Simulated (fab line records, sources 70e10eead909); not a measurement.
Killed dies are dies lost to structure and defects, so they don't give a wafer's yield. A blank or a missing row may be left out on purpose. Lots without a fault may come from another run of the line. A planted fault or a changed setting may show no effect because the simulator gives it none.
fab line records | flow nand_harc | part 1 of 2: steps 1 to 4 of 6
record lots=23 wafers=69 last_day=33
route steps=1302 shown A_STAIRCASE@675
lots that met no fault: from a run of the same line without faults
start_h: hours from the record's first day to the start of the lot's first wafer shown | wait_h: hours since the lot's step before | " the same as in the row above | L1.1+2: a row that stands for several wafers | - no value, or no start given | * or withheld: withheld | < > ~ a bound
route shown NAME@n: a module of which the file shows steps, and the number in the route of the first | usual: mean/standard deviation of fault-free wafers | same: alike in all rows | chamber/n: place in a boat | sites: the reading at each site | _std_site: their standard deviation | _edge_site: outer sites' mean less inner sites' | radius_mm: how far each site lies from the wafer's centre | mask NAME#n: copy n | behind: the tool/chamber that last shaped the wafer | hold: why the lot was held/for how many hours/how that ended | device: the transistor (n, p or np) that didn't switch | end of line: the same wafers' tests at the end of the route | a step without rows: its recipe alone | killed: dies lost to structure and defects at the first sort, not the wafer's yield | map: a wafer's dies, x killed, . not, _ none there
set.NAME: the setting as run; set.NAME@STEP: as run at that earlier step | model.NAME: the simulator's own value behind a step, which no gauge read
steps of the route over a sample of lots; a table a step, a row a wafer
services: from which hour (start_h, from the record's first day; less than 0 if before it) a tool's chamber was out of use, for how many hours, and why
## steps
# step NHARC_A_STAIRCASE_ETCH_19
# recipe target_depth_a=1000 time_s=40.5 ion_energy_ev=400 c4f8_flow_sccm=20 o2_flow_sccm=10 ar_flow_sccm=withheld rf_w=600 bias_w=1000 chemistry=C4F8/O2
# usual oes_product_au=0.942/0.0097 rf_vpp_V=892.7/2.7
# columns lot.wafer tool chamber start_h wait_h oes_product_au rf_hours_counter_h rf_vpp_V
L075.2 rie_diel-08 2 - - 0.913 56 894.3
L075.3 " 0 " " 0.932 51 894.8
L075.5 " 2 " " 0.934 - 894.0
L074.1 rie_diel-11 2 - - 0.937 32 891.5
L074.2 " 3 " " 0.936 33 893.0
L074.5 " 1 " " 0.940 - 894.6
L076.3 rie_diel-11 2 - - 0.951 37 890.7
L076.5 " 3 " " 0.947 - 892.7
L076.6 " 0 " " 0.941 - 896.1
L077.4 rie_diel-04 1 - - 0.934 9 894.7
L077.3 " 2 " " 0.937 7 891.3
L077.5 " 1 " " 0.942 - 895.3
L079.1 rie_diel-08 1 - - 0.951 12 893.5
L079.4 " 0 " " 0.928 10 896.6
L079.6 " 2 " " 0.940 - 893.7
L078.2 rie_diel-04 1 - - 0.935 16 895.5
L078.3 " 2 " " 0.945 13 890.0
L078.5 " 1 " " 0.943 - 896.3
L080.2 rie_diel-11 1 - - 0.949 47 893.2
L080.4 " 2 " " 0.945 53 890.2
L080.6 " 2 " " 0.945 - 889.7
L082.3 rie_diel-08 0 - - 0.931 18 896.8
L082.1 " 2 " " 0.945 14 893.7
L082.6 " 0 " " 0.936 - 894.5
L081.3 rie_diel-08 1 - - 0.939 20 893.5
L081.1 " 2 " " 0.935 15 893.6
L081.2 " 0 " " 0.938 18 896.2
L083.3 rie_diel-04 3 - - 0.934 23 888.9
L083.4 " 0 " " 0.965 27 897.2
L083.5 " 1 " " 0.950 - 893.8
L086.2 rie_diel-08 0 - - 0.948 30 895.5
L086.1 " 2 " " 0.939 29 893.0
L086.5 " 1 " " 0.942 - 892.5
L085.1 rie_diel-04 3 - - 0.928 26 889.4
L085.3 " 0 " " 0.941 29 897.2
L085.6 " 2 " " 0.960 - 889.7
L084.2 rie_diel-11 2 - - 0.932 12 890.6
L084.6 " 1 " " 0.929 - 892.4
L084.5 " 2 " " 0.941 - 891.4
L087.4 rie_diel-11 0 - - 0.951 12 895.2
L087.5 " 0 " " 0.943 - 895.9
L087.6 " 1 " " 0.945 - 892.4
L089.2 rie_diel-04 1 - - 0.926 45 892.9
L089.3 " 3 " " 0.957 36 887.9
L089.1 " 0 " " 0.929 42 895.0
L090.4 rie_diel-08 3 - - 0.967 43 887.5
L090.1 " 0 " " 0.938 46 894.6
L090.5 " 2 " " 0.948 - 894.1
L088.2 rie_diel-11 0 - - 0.941 26 895.0
L088.6 " 2 " " 0.941 - 888.0
L088.5 " 3 " " 0.939 - 891.9
L091.2 rie_diel-08 1 - - 0.944 55 891.3
L091.4 " 0 " " 0.943 52 896.2
L091.5 " 2 " " 0.939 - 894.4
L093.2 rie_diel-11 0 - - 0.958 36 894.8
L093.1 " 2 " " 0.939 44 889.0
L093.5 " 0 " " 0.950 - 895.0
L092.1 rie_diel-08 1 - - 0.936 63 892.7
L092.5 " 0 " " 0.936 - 894.2
L092.6 " 1 " " 0.939 - 893.2
L094.2 rie_diel-04 3 - - 0.941 5 889.1
L094.1 " 1 " " 0.953 4 893.2
L094.5 " 0 " " 0.937 - 895.9
L095.1 rie_diel-08 2 - - 0.944 2 892.8
L095.2 " 3 " " 0.942 2 887.6
L095.5 " 1 " " 0.947 - 893.4
L097.1 rie_diel-04 1 - - 0.942 9 894.5
L097.3 " 3 " " 0.918 10 887.0
L097.6 " 0 " " 0.927 - 895.6
# step NHARC_A_STAIRCASE_TRIM_200
# recipe time_s=211.2 o2_flow_sccm=500 ar_flow_sccm=0 bias_w=0 chemistry=O2
# usual drypump_motor_current_A=5.9/0.5 oes_product_au=1.000/0.0092 rf_vpp_V=57.6/0.78 showerhead_plenum_p_Torr=3.43/0.075 throttle_valve_pct=17.037/0.0096
# columns lot.wafer tool chamber start_h wait_h drypump_motor_current_A oes_product_au rf_hours_counter_h rf_vpp_V showerhead_plenum_p_Torr throttle_valve_pct
L075.3 rie_diel-11 2 - - 6.4 1.007 33 59.2 3.39 17.050
L075.2 " 0 " " 5.5 0.995 31 59.2 3.54 17.036
L075.5 " 2 " " 6.4 1.000 - 57.1 3.39 17.034
L074.2 rie_diel-11 2 - - 6.3 1.008 33 58.2 3.39 17.031
L074.1 " 3 " " 5.9 1.001 34 58.3 3.44 17.040
L074.5 " 2 " " 6.4 1.008 - 58.3 3.39 17.040
L076.3 rie_diel-04 3 - - 5.6 0.990 5 57.9 3.35 17.046
L076.5 " 3 " " 5.6 0.996 - 57.1 3.35 17.054
L076.6 " 0 " " 6.5 1.001 - 56.4 3.54 17.055
L077.4 rie_diel-08 2 - - 5.9 0.998 3 56.7 3.49 17.027
L077.3 " 3 " " 6.2 1.002 2 57.6 3.34 17.067
L077.5 " 0 " " 5.3 1.008 - 58.5 3.53 17.026
L079.1 rie_diel-11 0 - - 5.5 0.976 47 58.7 3.54 17.043
L079.4 " 1 " " 5.9 1.000 47 58.4 3.46 17.048
L079.6 " 0 " " 5.5 0.988 - 58.4 3.54 17.025
L078.2 rie_diel-04 3 - - 5.6 1.002 15 57.5 3.34 17.055
L078.3 " 0 " " 6.5 1.006 17 57.5 3.54 17.031
L078.5 " 3 " " 5.6 0.998 - 57.4 3.35 17.040
L080.2 rie_diel-08 1 - - 4.8 1.013 21 57.4 3.47 17.015
L080.4 " 3 " " 6.2 1.014 14 56.7 3.33 17.045
L080.6 " 0 " " 5.3 1.008 - 57.6 3.52 17.036
L082.1 rie_diel-04 0 - - 6.4 1.017 22 60.7 3.53 17.051
L082.3 " 1 " " 5.9 1.003 22 56.0 3.49 17.040
L082.6 " 2 " " 6.7 1.000 - 57.7 3.36 17.032
L081.1 rie_diel-04 1 - - 5.9 1.001 22 57.3 3.49 17.040
L081.2 " 2 " " 6.6 1.006 18 57.4 3.36 17.047
L081.3 " 3 " " 5.6 1.002 19 58.6 3.34 17.031
L083.3 rie_diel-04 2 - - 6.6 1.011 26 56.9 3.35 17.031
L083.4 " 0 " " 6.5 0.996 27 58.4 3.53 17.023
L083.5 " 3 " " 5.6 0.989 - 56.4 3.34 17.036
L085.1 rie_diel-04 3 - - 5.6 1.001 27 57.2 3.34 17.034
L085.3 " 0 " " 6.5 1.013 31 57.8 3.53 17.019
L085.6 " 2 " " 6.7 1.004 - 56.8 3.35 17.043
L086.1 rie_diel-11 1 - - 5.8 0.986 12 56.5 3.45 17.031
L086.2 " 3 " " 5.9 0.992 12 57.5 3.43 17.046
L086.5 " 2 " " 6.4 0.991 - 58.0 3.37 17.035
L084.2 rie_diel-11 1 - - 5.8 0.986 12 57.1 3.45 17.039
L084.6 " 0 " " 5.5 1.005 - 57.0 3.53 17.021
L084.5 " 1 " " 5.8 0.996 - 58.3 3.45 17.057
L087.4 rie_diel-08 0 - - 5.3 1.005 35 57.6 3.51 17.047
L087.5 " 0 " " 5.3 0.995 - 58.4 3.51 17.034
L087.6 " 1 " " 4.8 0.997 - 58.8 3.46 17.044
L089.1 rie_diel-08 3 - - 6.1 1.027 44 56.0 3.32 17.035
L089.2 " 0 " " 5.3 1.003 47 57.5 3.50 17.041
L089.3 " 1 " " 4.8 0.991 50 58.7 3.45 17.038
L090.1 rie_diel-11 2 - - 6.4 1.002 31 57.9 3.36 17.035
L090.4 " 3 " " 5.9 0.996 31 58.1 3.42 17.034
L090.5 " 2 " " 6.4 0.998 - 56.8 3.36 17.042
L088.2 rie_diel-08 1 - - 4.8 0.986 51 57.5 3.45 17.025
L088.6 " 3 " " 6.2 1.008 - 57.8 3.32 17.030
L088.5 " 0 " " 5.3 1.000 - 57.7 3.50 17.055
L091.2 rie_diel-08 1 - - 4.8 0.996 61 57.5 3.45 17.056
L091.4 " 3 " " 6.2 1.027 52 57.7 3.31 17.017
L091.5 " 2 " " 5.9 1.011 - 56.7 3.46 17.034
L093.1 rie_diel-04 3 - - 5.6 1.010 2 57.0 3.33 17.031
L093.2 " 0 " " 6.5 0.995 1 58.3 3.52 17.039
L093.5 " 1 " " 5.9 1.012 - 58.2 3.47 17.028
L092.1 rie_diel-04 0 - - 6.5 0.996 2 57.0 3.52 17.038
L092.5 " 3 " " 5.6 0.997 - 57.9 3.33 17.044
L092.6 " 0 " " 6.5 0.991 - 57.7 3.52 17.043
L094.2 rie_diel-04 3 - - 5.6 0.995 6 56.5 3.33 17.030
L094.1 " 1 " " 5.9 1.025 5 56.7 3.47 17.048
L094.5 " 2 " " 6.7 0.997 - 56.4 3.34 17.025
L095.2 rie_diel-04 1 - - 5.9 0.996 7 58.6 3.47 17.036
L095.1 " 2 " " 6.7 0.986 8 58.0 3.34 17.045
L095.5 " 0 " " 6.4 0.994 - 56.6 3.52 17.016
L097.1 rie_diel-08 3 - - 6.2 0.994 6 58.9 3.31 17.028
L097.3 " 0 " " 5.3 1.019 7 57.4 3.49 17.038
L097.6 " 2 " " 5.9 1.003 - 57.5 3.46 17.045
# step NHARC_A_STAIRCASE_DESCUM_219
# recipe time_s=3 o2_flow_sccm=200 ar_flow_sccm=0 bias_power_w=0 chemistry=O2
# usual drypump_motor_current_A=5.9/0.49 oes_product_au=1.002/0.0086 rf_vpp_V=57.6/0.8 showerhead_plenum_p_Torr=1.86/0.043 throttle_valve_pct=11.310/0.0084
# columns lot.wafer tool chamber start_h wait_h drypump_motor_current_A oes_product_au rf_hours_counter_h rf_vpp_V showerhead_plenum_p_Torr throttle_valve_pct
L075.3 rie_diel-04 2 368.54 - 6.6 0.989 1 58.6 1.82 11.311
L075.2 " 0 " " 6.4 1.004 2 59.0 1.92 11.322
L075.5 " 3 " " 5.6 0.991 - 58.8 1.81 11.307
L074.1 rie_diel-11 1 371.77 - 5.9 1.008 35 57.8 1.88 11.322
L074.2 " 2 " " 6.3 1.009 35 56.6 1.83 11.318
L074.5 " 3 " " 5.8 1.000 - 58.0 1.86 11.307
L076.3 rie_diel-04 0 384.50 - 6.5 0.995 8 57.9 1.92 11.306
L076.6 " 3 " " 5.6 0.996 - 57.9 1.81 11.307
L076.5 " 0 " " 6.5 1.007 - 56.6 1.92 11.320
L077.3 rie_diel-08 2 395.41 - 5.9 1.005 3 57.7 1.89 11.295
L077.4 " 0 " " 5.3 1.012 3 59.9 1.91 11.307
L077.5 " 3 " " 6.1 1.010 - 56.2 1.80 11.300
L079.1 rie_diel-04 2 421.14 - 6.7 0.995 13 58.0 1.82 11.299
L079.4 " 0 " " 6.4 1.002 18 58.3 1.92 11.318
L079.6 " 2 " " 6.6 1.011 - 58.3 1.82 11.309
L078.3 rie_diel-11 0 421.58 - 5.5 0.992 48 58.0 1.92 11.304
L078.2 " 2 " " 6.4 1.006 50 56.8 1.83 11.306
L078.5 " 3 " " 5.9 0.987 - 58.2 1.86 11.312
L080.4 rie_diel-08 3 437.66 - 6.2 1.012 14 57.2 1.80 11.303
L080.2 " 0 " " 5.3 1.001 20 56.8 1.91 11.306
L080.6 " 2 " " 5.9 1.017 - 56.5 1.89 11.317
L082.3 rie_diel-04 0 438.38 - 6.4 1.010 23 57.5 1.92 11.315
L082.1 " 1 " " 5.8 0.993 22 57.3 1.89 11.293
L082.6 " 2 " " 6.6 1.014 - 55.4 1.81 11.316
L081.3 rie_diel-08 3 438.52 - 6.1 0.999 15 57.5 1.80 11.306
L081.1 " 0 " " 5.3 1.008 20 57.6 1.91 11.306
L081.2 " 2 " " 5.9 1.003 17 57.2 1.89 11.300
L083.3 rie_diel-04 3 457.70 - 5.6 0.991 24 58.2 1.80 11.310
L083.4 " 2 " " 6.7 1.009 26 58.2 1.81 11.309
L083.5 " 3 " " 5.6 0.996 - 56.2 1.80 11.321
L085.1 rie_diel-08 3 468.83 - 6.1 1.010 29 57.7 1.80 11.303
L085.3 " 1 " " 4.8 0.996 35 57.7 1.88 11.308
L085.6 " 2 " " 5.9 1.009 - 58.3 1.88 11.311
L086.2 rie_diel-04 1 469.31 - 5.9 1.007 33 57.8 1.89 11.296
L086.1 " 2 " " 6.6 1.012 30 57.8 1.81 11.315
L086.5 " 0 " " 6.5 1.013 - 59.4 1.91 11.318
L084.2 rie_diel-08 1 469.49 - 4.8 1.005 35 56.8 1.88 11.314
L084.6 " 2 " " 5.9 0.992 - 58.2 1.88 11.302
L084.5 " 3 " " 6.2 1.016 - 58.5 1.80 11.305
L087.4 rie_diel-08 2 479.90 - 5.9 1.005 34 58.1 1.88 11.306
L087.5 " 0 " " 5.3 0.997 - 58.9 1.90 11.311
L087.6 " 1 " " 4.8 0.996 - 57.7 1.87 11.291
L089.1 rie_diel-11 3 512.84 - 5.9 0.999 31 57.0 1.85 11.312
L089.3 " 0 " " 5.5 0.995 27 58.5 1.91 11.312
L089.2 " 2 " " 6.4 0.995 31 56.5 1.82 11.306
L090.4 rie_diel-04 2 513.28 - 6.6 1.016 41 58.7 1.81 11.318
L090.1 " 0 " " 6.4 1.015 43 56.7 1.91 11.318
L090.5 " 3 " " 5.6 1.019 - 56.6 1.80 11.325
L088.2 rie_diel-04 3 514.40 - 5.6 1.003 38 58.0 1.80 11.313
L088.6 " 1 " " 5.8 1.008 - 57.6 1.88 11.307
L088.5 " 2 " " 6.7 1.004 - 58.2 1.81 11.299
L091.4 rie_diel-11 1 539.07 - 5.8 0.993 33 57.1 1.86 11.310
L091.2 " 3 " " 5.9 0.993 38 56.9 1.85 11.332
L091.5 " 0 " " 5.5 0.998 - 57.9 1.91 11.313
L093.2 rie_diel-04 1 550.22 - 5.8 1.015 2 56.7 1.88 11.309
L093.1 " 2 " " 6.7 0.997 2 58.0 1.81 11.326
L093.5 " 2 " " 6.7 0.991 - 56.9 1.80 11.318
L092.1 rie_diel-11 3 550.78 - 5.8 1.002 42 58.5 1.84 11.308
L092.5 " 1 " " 5.8 0.999 - 56.8 1.86 11.302
L092.6 " 2 " " 6.3 1.000 - 57.0 1.81 11.311
L094.2 rie_diel-08 0 560.90 - 5.3 1.023 1 58.0 1.89 11.304
L094.1 " 2 " " 5.9 0.993 1 58.0 1.88 11.319
L094.5 " 0 " " 5.3 1.018 - 57.2 1.90 11.326
L095.1 rie_diel-11 0 573.94 - 5.5 1.003 46 58.2 1.90 11.286
L095.2 " 2 " " 6.4 1.005 51 56.1 1.81 11.307
L095.5 " 0 " " 5.5 0.996 - 57.3 1.90 11.301
L097.3 rie_diel-11 3 582.48 - 5.9 0.998 51 57.9 1.84 11.315
L097.1 " 2 " " 6.4 0.991 54 57.0 1.81 11.312
L097.6 " 3 " " 5.9 0.996 - 56.7 1.84 11.314
# step NHARC_A_STAIRCASE_TRIM_224
# recipe time_s=211.2 o2_flow_sccm=500 ar_flow_sccm=0 bias_w=0 chemistry=O2
# usual drypump_motor_current_A=5.8/0.53 oes_product_au=1.001/0.0083 rf_vpp_V=57.6/0.87 showerhead_plenum_p_Torr=3.44/0.07 throttle_valve_pct=17.036/0.0086
# columns lot.wafer tool chamber start_h wait_h drypump_motor_current_A oes_product_au rf_hours_counter_h rf_vpp_V showerhead_plenum_p_Torr throttle_valve_pct
L075.2 rie_diel-04 2 - - 6.7 0.998 3 58.3 3.37 17.042
L075.3 " 0 " " 6.5 0.993 6 57.8 3.54 17.043
L075.5 " 3 " " 5.6 0.999 - 54.9 3.35 17.040
L074.1 rie_diel-11 3 - - 5.9 1.009 37 56.8 3.44 17.028
L074.2 " 0 " " 5.5 0.998 36 58.6 3.54 17.047
L074.5 " 2 " " 6.3 1.014 - 57.2 3.39 17.027
L076.3 rie_diel-04 3 - - 5.6 0.994 6 57.3 3.35 17.033
L076.5 " 1 " " 5.8 1.007 - 55.5 3.50 17.036
L076.6 " 2 " " 6.7 1.011 - 57.4 3.36 17.031
L077.3 rie_diel-08 2 - - 5.9 1.011 3 58.3 3.49 17.033
L077.4 " 0 " " 5.3 1.004 4 56.7 3.53 17.034
L077.5 " 2 " " 5.9 1.007 - 57.8 3.49 17.031
L079.4 rie_diel-04 0 - - 6.5 1.006 18 58.0 3.54 17.040
L079.1 " 3 " " 5.6 1.007 15 58.3 3.34 17.015
L079.6 " 1 " " 5.8 1.006 - 57.3 3.50 17.037
L078.3 rie_diel-11 0 - - 5.5 0.988 48 56.9 3.54 17.048
L078.2 " 3 " " 5.9 0.997 50 58.4 3.43 17.037
L078.5 " 0 " " 5.5 0.997 - 56.4 3.53 17.037
L080.2 rie_diel-08 2 - - 5.9 1.016 17 56.8 3.49 17.027
L080.4 " 0 " " 5.3 1.003 20 58.3 3.52 17.032
L080.6 " 2 " " 5.9 1.005 - 57.9 3.49 17.043
L082.1 rie_diel-04 0 - - 6.5 1.005 23 58.8 3.53 17.050
L082.3 " 2 " " 6.7 1.004 19 56.0 3.36 17.030
L082.6 " 3 " " 5.6 0.994 - 55.5 3.34 17.041
L081.3 rie_diel-08 0 - - 5.3 0.998 21 58.1 3.52 17.031
L081.2 " 1 " " 4.8 0.985 22 56.5 3.47 17.029
L081.1 " 2 " " 5.9 1.000 17 57.8 3.49 17.048
L083.4 rie_diel-04 2 - - 6.6 1.007 27 55.4 3.35 17.042
L083.3 " 0 " " 6.4 1.009 28 57.5 3.53 17.042
L083.5 " 2 " " 6.6 1.018 - 57.9 3.35 17.027
L085.1 rie_diel-08 1 - - 4.8 0.991 35 57.1 3.46 17.034
L085.3 " 2 " " 5.9 0.978 32 57.3 3.48 17.024
L085.6 " 0 " " 5.3 0.999 - 59.4 3.51 17.037
L086.1 rie_diel-04 2 - - 6.7 1.010 30 56.9 3.35 17.033
L086.2 " 3 " " 5.6 0.993 28 56.8 3.34 17.041
L086.5 " 0 " " 6.5 1.009 - 57.6 3.53 17.043
L084.2 rie_diel-08 1 - - 4.8 0.994 35 57.9 3.46 17.039
L084.5 " 1 " " 4.8 0.993 - 58.1 3.46 17.031
L084.6 " 2 " " 6.0 0.993 - 58.2 3.48 17.036
L087.4 rie_diel-08 3 - - 6.2 1.013 32 57.3 3.32 17.041
L087.5 " 1 " " 4.8 0.990 - 56.3 3.46 17.031
L087.6 " 2 " " 5.9 0.995 - 56.7 3.48 17.027
L089.2 rie_diel-11 3 - - 5.9 1.000 31 55.8 3.42 17.035
L089.3 " 0 " " 5.5 1.000 27 58.9 3.52 17.023
L089.1 " 2 " " 6.3 0.993 32 56.8 3.36 17.043
L090.1 rie_diel-04 3 - - 5.6 1.011 38 58.9 3.33 17.031
L090.4 " 0 " " 6.5 1.003 43 57.1 3.52 17.045
L090.5 " 3 " " 5.6 1.008 - 58.4 3.33 17.049
L088.2 rie_diel-04 0 - - 6.5 1.008 44 57.6 3.52 17.032
L088.5 " 1 " " 5.9 1.003 - 58.5 3.48 17.028
L088.6 " 2 " " 6.7 1.001 - 57.0 3.35 17.028
L091.4 rie_diel-11 1 - - 5.8 0.999 33 57.6 3.44 17.043
L091.2 " 2 " " 6.4 1.000 43 56.4 3.35 17.035
L091.5 " 1 " " 5.8 0.991 - 56.6 3.44 17.035
L093.1 rie_diel-04 0 - - 6.5 0.991 2 57.5 3.52 17.026
L093.2 " 2 " " 6.7 0.985 3 59.1 3.34 17.027
L093.5 " 0 " " 6.5 0.990 - 58.3 3.52 17.023
L092.1 rie_diel-11 2 - - 6.4 0.998 46 56.1 3.35 17.040
L092.6 " 3 " " 5.9 1.010 - 57.8 3.41 17.043
L092.5 " 0 " " 5.5 1.011 - 58.7 3.51 17.033
L094.2 rie_diel-08 1 - - 4.8 1.006 1 58.1 3.45 17.044
L094.1 " 3 " " 6.2 1.007 1 57.2 3.31 17.040
L094.5 " 1 " " 4.8 0.995 - 56.9 3.45 17.054
L095.1 rie_diel-11 0 - - 5.5 1.005 46 57.9 3.51 17.030
L095.2 " 3 " " 5.9 1.000 48 56.7 3.41 17.048
L095.5 " 1 " " 5.9 0.993 - 57.9 3.43 17.037
L097.3 rie_diel-11 3 - - 5.9 1.001 55 57.5 3.40 17.030
L097.1 " 0 " " 5.5 1.002 51 58.3 3.51 17.042
L097.6 " 2 " " 6.4 1.007 - 56.9 3.34 17.039
